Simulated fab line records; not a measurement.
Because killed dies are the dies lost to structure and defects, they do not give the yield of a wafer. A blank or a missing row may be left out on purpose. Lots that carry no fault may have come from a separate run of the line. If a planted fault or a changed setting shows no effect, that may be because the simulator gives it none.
Struck lot and sound lot, side by side	flow nandHarc	13 out of 1302 route steps
Sound: these wafers, L642.1, L642.3, L642.5. Wafers L655.2, L655.4, L655.5 were the ones struck. The cause comes at the end.
Each step with rows lists, per side, the tool, then ch with its chambers, then its first start. Under that, the readings that differ: sound wafers	struck wafers	difference of the means	sigmas: that difference in standard deviations of wafers without a fault.
alike: words and numbers the same on both sides, and readings whose means are apart by under 2 such deviations; not compared: readings that were withheld, readings missing a value for some wafer, numbers with overlapping values and no deviation given by the record, and bounds like >300 which may hide the same value.
The two part at a step that has a row with sigmas, a row that says differs or no value, or rows on one side only. When numbers do not overlap yet have no deviation, they are printed without sigmas and do not part them. Lack of a reading on every wafer of one side parts them only where that side has two or more wafers.

first, 1 step without rows for these wafers: NHARC_P_M1_SRD_25.
NHARC_P_M1_INSPECT_27:
  struck on defectInspect-01, day 13 23:52; sound on defectInspect-01, day 8 16:31
  alike: rawDefectCount
NHARC_P_M1_PRE_CLEAN_32: time 12 s.
  sound on pecvd-03 ch 2, day 8 16:37; struck on pecvd-02 ch 0,1,2, day 13 23:56
  alike: heaterPowerW
NHARC_P_M1_DEP_33: deposits SiCN, target thk 30 nm.
  sound on pecvd-03 ch 2, day 8 16:46; struck on pecvd-02 ch 0,1,2, day 14 00:01
  alike: heaterPowerW
then, 7 steps without rows for these wafers: NHARC_P_M2_DEP_00 (deposits SiOC, target thk 182.5 nm); NHARC_P_M2_DEHYDRATE_01 (time 120 s); NHARC_P_M2_HMDS_02 (time 30 s); NHARC_P_M2_COAT_34 (time 65 s); NHARC_P_M2_COAT_03 (resist thk 90 nm); NHARC_P_M2_SOFTBAKE_04 (time 55 s); NHARC_P_M2_EBR_05.
NHARC_P_M2_EXPOSE_06: exposes mask P M2, target cd 170 nm.
  sound on arfiScanner-02 ch 0, day 8 17:56; struck on arfiScanner-03, day 14 01:07
  no value came back on the struck wafers for exposureDoseMJCm2, focusOffsetNm (nm); on the sound wafers exposureDoseMJCm2 reads 80.68 80.60 80.62
  alike: mask
then, 1 step without rows for these wafers: NHARC_P_M2_PEB_07 (peb time 65 s).

## WHERE THEY PART
Within this record, at NHARC_P_M2_EXPOSE_06 only.

WHY: whatever the simulator had introduced
Whole step skipped at NHARC_P_M2_EXPOSE_06 on arfiScanner-03, starting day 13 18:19. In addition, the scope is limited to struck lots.
